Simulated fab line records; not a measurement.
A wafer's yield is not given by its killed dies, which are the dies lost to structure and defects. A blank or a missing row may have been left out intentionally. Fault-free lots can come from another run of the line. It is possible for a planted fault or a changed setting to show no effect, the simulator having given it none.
What tool caused it?	flow nandHarc	11 lots, 33 wafers sampled, at 7 steps of a route of 1302

== WHAT EACH GAUGE READ, for each wafer ==
NHARC_P_STI_OCD_MEAS_17. Usual: trenchDepthNm 301.2 nm, standard deviation 2.8; trenchFootCdNm 157.7 nm, standard deviation 1.7.
lot	measured	on	trenchDepthNm (nm)	trenchFootCdNm (nm)	flag
L479	day 3 02:25	ocd-02	300.3 300.7 298.5	156.7 156.0 157.3	
L480	day 3 08:51	ocd-01	295.0 297.6 294.5	158.5 158.5 158.8	
L484	day 4 23:17	ocd-02	298.2 303.6 300.4	159.0 157.5 157.2	
L492	day 8 06:37	ocd-01	305.1 299.2 300.2	158.9 156.9 155.9	
L494	day 9 02:02	ocd-02	305.0 300.6 303.8	158.2 157.8 161.0	
L495	day 9 11:35	ocd-01	297.4 295.2 297.1	159.3 158.3 158.6	
L496	day 9 21:29	ocd-01	298.0 300.6 302.3	159.8 157.6 157.2	
L498	day 10 17:51	ocd-02	300.8 304.1 302.9	158.3 156.5 155.6	
L500	day 11 15:18	ocd-02	299.3 301.4 294.1	155.4 157.4 157.6	
L501	day 11 23:49	ocd-01	296.5 301.2 300.4	156.0 158.1 155.7	
L502	day 12 10:17	ocd-01	298.3 301.4 299.4	160.4 156.2 158.0	

NHARC_P_GATE_CD_MEAS_26: target cd 120 nm. Usual: cdNm reads 119.9 nm (standard deviation 0.52).
lot	measured	on	cdNm (nm)	flag
L479	day 5 08:13	cdSem-03	118.8 119.1 119.3	
L480	day 5 15:02	cdSem-01	119.4 119.6 119.2	
L484	day 7 05:37	cdSem-01	89.6 89.5 89.3	OFF
L492	day 10 23:15	cdSem-02	121.2 120.6 120.7	
L494	day 10 23:24	cdSem-01	119.9 120.4 119.9	
L495	day 11 16:31	cdSem-03	120.3 119.6 120.1	
L496	day 11 23:07	cdSem-02	120.5 120.6 120.0	
L498	day 12 20:05	cdSem-03	120.7 120.5 120.3	
L500	day 13 17:32	cdSem-02	120.6 120.5 120.0	
L501	day 14 04:11	cdSem-01	120.0 120.0 120.4	
L502	day 14 15:32	cdSem-02	120.5 120.3 120.3	

NHARC_P_GATE_CD_MEAS_33. Usual: cdNm reads 120.3 nm (standard deviation 1.7).
lot	measured	on	cdNm (nm)	flag
L479	day 5 09:11	cdSem-03	121.1 120.1 121.3	
L480	day 5 16:01	cdSem-01	119.1 118.8 119.9	
L484	day 7 06:36	cdSem-01	89.3 89.4 91.4	OFF
L492	day 11 00:17	cdSem-02	118.9 120.1 120.0	
L494	day 11 00:24	cdSem-01	122.7 122.5 125.4	
L495	day 11 17:30	cdSem-03	119.0 117.2 118.7	
L496	day 12 00:07	cdSem-03	118.8 121.8 118.6	
L498	day 12 21:04	cdSem-03	121.5 121.2 122.2	
L500	day 13 18:31	cdSem-03	119.9 120.4 119.8	
L501	day 14 05:10	cdSem-01	117.5 119.1 122.5	
L502	day 14 16:30	cdSem-02	121.3 119.5 120.4	

NHARC_END_SORT_01. Usual: killedAtArray 54, standard deviation 16; killedAtOther 0.6, standard deviation 0.86; killedAtPeriphery 3.8, standard deviation 2.6; killedDies 58, standard deviation 16; killedOpen 3.3, standard deviation 1.8; killedShort 2.7, standard deviation 1.7.
lot	measured	on	killedAtArray	killedAtOther	killedAtPeriphery	killedDies	killedOpen	killedShort	flag
L479	day 24 19:16	prober-01	67 63 62	0 0 0	5 4 4	72 67 66	2 3 6	3 3 0	
L484	day 26 02:25	prober-01	74 82 72	0 0 0	597 588 590	671 670 662	7 6 1	5 6 4	OFF
L495	day 30 12:34	prober-01	78 77 64	0 0 0	8 3 5	86 80 69	3 1 2	0 2 0	
L500	day 33 12:59	prober-01	52 47 58	1 1 2	2 4 4	55 52 64	4 2 2	2 1 2	

== EACH LOT AND THE TOOL THAT RAN IT (in order: tool; ch and the chambers of the sampled wafers; start) ==
lot	NHARC_P_STI_CMP_21	NHARC_P_GATE_EXPOSE_23	NHARC_P_GATE_ETCH_104
L479	cmp-03 ch 0,1,2, day 4 00:07	arfiScanner-02 ch 0, day 5 08:04	rieDiel-01 ch 2,3, day 5 08:29
L480	cmp-02 ch 1,2, day 4 07:10	arfiScanner-01 ch 0, day 5 14:53	rieDiel-12 ch 2,3, day 5 15:18
L484	cmp-01 ch 1,2, day 5 17:34	arfiScanner-01 ch 0, day 7 05:29	rieDiel-12 ch 0,1,3, day 7 05:54
L492	cmp-01 ch 2,3, day 9 17:03	arfiScanner-01 ch 0, day 10 23:07	rieDiel-12 ch 0,1, day 10 23:31
L494	cmp-02 ch 0,3, day 9 17:03	arfiScanner-02 ch 0, day 10 23:16	rieDiel-01 ch 1,2, day 10 23:40
L495	cmp-03 ch 0,1,3, day 10 05:46	arfiScanner-01 ch 0, day 11 16:23	rieDiel-01 ch 0,1,3, day 11 16:48
L496	cmp-01 ch 0,1,3, day 10 14:31	arfiScanner-02 ch 0, day 11 22:59	rieDiel-05 ch 1,2,3, day 11 23:23
L498	cmp-03 ch 0,1,3, day 11 13:50	arfiScanner-02 ch 0, day 12 19:57	rieDiel-05 ch 0,1,2, day 12 20:22
L500	cmp-03 ch 1,2,3, day 12 09:22	arfiScanner-02 ch 0, day 13 17:23	rieDiel-01 ch 0,2,3, day 13 17:48
L501	cmp-01 ch 2,3, day 12 17:38	arfiScanner-01 ch 0, day 14 04:02	rieDiel-05 ch 0,3, day 14 04:26
L502	cmp-02 ch 0,1, day 13 04:48	arfiScanner-03 ch 0, day 14 15:23	rieDiel-12 ch 1,3, day 14 15:48
- NHARC_P_STI_CMP_21: polishes, t overpolish 20 s, target thk 380.67 nm.
- NHARC_P_GATE_EXPOSE_23: exposes mask P GATE, target cd 120 nm.
- NHARC_P_GATE_ETCH_104: etches the open film in CF4/CHF3, target depth 60 nm.

== AS READ BY THE TOOLS THEMSELVES (means over the sampled wafers that have a number; for cases with no such wafer, the mark the record gives instead) ==
NHARC_P_STI_CMP_21. Usual: motorCurrentA 12.7 A, standard deviation 0.88; overpolishRunS 20.000 s, standard deviation 0.0096.
lot	tool	motorCurrentA (A)	overpolishRunS (s)	flag
L479	cmp-03	12.4	20.005	
L480	cmp-02	12.6	19.999	
L484	cmp-01	13.7	20.002	
L492	cmp-01	13.4	20.013	
L494	cmp-02	11.7	20.009	
L495	cmp-03	12.1	19.993	
L496	cmp-01	12.7	19.999	
L498	cmp-03	12.2	20.002	
L500	cmp-03	12.7	20.005	
L501	cmp-01	12.4	20.008	
L502	cmp-02	12.5	20.004	

NHARC_P_GATE_EXPOSE_23. Usual: reticleTempC reads 22.99 C (standard deviation 0.1).
lot	tool	reticleTempC (C)	flag
L479	arfiScanner-02	22.94	
L480	arfiScanner-01	22.99	
L484	arfiScanner-01	22.90	
L492	arfiScanner-01	22.90	
L494	arfiScanner-02	22.90	
L495	arfiScanner-01	23.07	
L496	arfiScanner-02	23.07	
L498	arfiScanner-02	23.00	
L500	arfiScanner-02	23.10	
L501	arfiScanner-01	22.96	
L502	arfiScanner-03	23.11	

NHARC_P_GATE_ETCH_104. Usual: biasW 200.0 W (standard deviation 0.5); cf4FlowSccm 99.99 sccm (standard deviation 0.28); drypumpMotorCurrentA 5.6 A (standard deviation 0.42); oesProductAu 0.953 a.u. (standard deviation 0.022); rfVppV 371.9 V (standard deviation 2.5); showerheadPlenumPTorr 1.61 Torr (standard deviation 0.071); throttleValvePct 16.803 % (standard deviation 0.0083).
lot	tool	biasW (W)	cf4FlowSccm (sccm)	drypumpMotorCurrentA (A)	oesProductAu (a.u.)	rfVppV (V)	showerheadPlenumPTorr (Torr)	throttleValvePct (%)	flag
L479	rieDiel-01	199.9	99.98	5.3	0.917	374.8	1.68	16.803	
L480	rieDiel-12	199.5	100.30	5.7	0.965	370.0	1.55	16.793	
L484	rieDiel-12	199.9	99.97	5.6	0.928	369.6	1.55	16.795	
L492	rieDiel-12	200.4	100.17	5.7	0.926	370.1	1.55	16.799	
L494	rieDiel-01	200.0	99.77	5.7	0.919	373.3	1.67	16.806	
L495	rieDiel-01	199.9	100.15	5.4	0.969	373.1	1.66	16.803	
L496	rieDiel-05	200.7	100.12	6.0	0.929	372.3	1.62	16.799	
L498	rieDiel-05	200.3	100.25	6.1	0.970	369.9	1.58	16.795	
L500	rieDiel-01	199.7	99.69	5.2	0.965	373.5	1.66	16.795	
L501	rieDiel-05	200.6	100.11	6.1	0.939	370.0	1.55	16.805	
L502	rieDiel-12	200.2	100.20	5.6	0.912	369.5	1.56	16.801	

== THE ANSWER, worked out from the rows above alone ==
Rule: lot off if the mean of its wafers having a number is beyond 3 standard deviations from the usual mean. A lot without any number at a reading at which 4 lots or more have one is off too. All remaining lots with rows at the step are treated as sound. The gauges are gone through in route order, then the tools' own readings, and for those a lot's mean is taken as printed above. At the first step where some lot is off, the reading lying furthest off is the one used; lots without a number count as furthest.
Off: L484, at NHARC_P_GATE_CD_MEAS_26 (cdNm).
A tool fits if, at a process step before that reading, it ran every lot that is off, and no sound lot after the first of them. The gauges at NHARC_P_GATE_CD_MEAS_26 aren't tried: what is off there is off at NHARC_END_SORT_01 too, on other tools, and a gauge's error can't cause that. None of those tried fits.

== WHAT THE SIMULATOR HAD PUT IN ==
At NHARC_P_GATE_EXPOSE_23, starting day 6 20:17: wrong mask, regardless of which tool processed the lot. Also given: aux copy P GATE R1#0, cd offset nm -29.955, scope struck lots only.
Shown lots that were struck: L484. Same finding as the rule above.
